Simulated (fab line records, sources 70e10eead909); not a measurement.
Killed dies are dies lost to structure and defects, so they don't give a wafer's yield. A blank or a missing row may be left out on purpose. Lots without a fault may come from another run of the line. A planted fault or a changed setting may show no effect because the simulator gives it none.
Which tool did it? | flow nand_harc | 24 lots, 72 wafers sampled, at 1 step of a route of 1159

WHAT THE GAUGES READ, wafer by wafer
NHARC_A_ONON_D1_THK_MEAS_14: measures by ellipsometry.
lot  | measured     | on            | thk_nm (nm)
L074 | day 7 02:31  | film_metro-01 | 990 989 987
L075 | day 8 00:20  | film_metro-02 | 992 992 992
L076 | day 8 04:13  | film_metro-02 | 999 999 998
L077 | day 8 04:16  | film_metro-01 | 992 992 995
L079 | day 8 17:13  | film_metro-01 | 993 993 994
L078 | day 8 17:14  | film_metro-02 | 1003 1002 1001
L081 | day 9 03:17  | film_metro-01 | 1005 1004 1005
L080 | day 9 03:18  | film_metro-02 | 991 990 990
L082 | day 9 17:13  | film_metro-02 | 1000 999 1002
L083 | day 10 07:49 | film_metro-02 | 988 989 988
L084 | day 10 07:52 | film_metro-02 | 999 1000 999
L085 | day 10 23:01 | film_metro-02 | 1007 1004 1008
L086 | day 11 04:51 | film_metro-02 | 1003 1003 1003
L087 | day 11 04:59 | film_metro-02 | 983 983 983
L088 | day 11 05:13 | film_metro-01 | 989 989 989
L091 | day 11 21:14 | film_metro-01 | 1015 1014 1013
L089 | day 11 21:16 | film_metro-02 | 986 985 984
L092 | day 11 21:23 | film_metro-01 | 1005 1004 1007
L090 | day 11 21:37 | film_metro-02 | 1003 999 1002
L093 | day 12 13:07 | film_metro-01 | 993 994 994
L094 | day 12 13:07 | film_metro-02 | 986 985 987
L095 | day 12 13:08 | film_metro-01 | 1004 1006 1004
L096 | day 13 00:29 | film_metro-01 | 1002 1003 1003
L097 | day 13 00:34 | film_metro-02 | 997 997 998

WHICH TOOL RAN EACH LOT (tool, then ch and the chambers of the sampled wafers, then the start)
The record holds no process step before these readings.

WHAT THE TOOLS THEMSELVES READ (means of the sampled wafers that have a number; where no wafer has one, the mark that the record gives instead)
The record holds no such reading with a usual standard deviation.

THE ANSWER, worked out from the rows above alone
Rule: what is usual is taken from the lots themselves. Put in order of their means at a reading, lots are off if they are a third of the lots or fewer, leave a main group of 4 or more, and stand apart from it by a gap of 3 or more times the standard deviation of the main group's means; of several such gaps the widest counts. A main group whose means are all the same, to the digits that the tables above print for the reading, isn't used. A lot without any number at a reading at which 4 lots or more have one is off too. The other lots that the step has rows for count as sound. The gauges are gone through in route order, then the tools' own readings, and for those a lot's mean is taken as printed above. The first step at which some lot is off is used, and at that step the reading that is off furthest; a lot without a number counts as furthest.
No lot is off at any reading shown: from this, nothing can be told.

WHAT THE SIMULATOR HAD PUT IN
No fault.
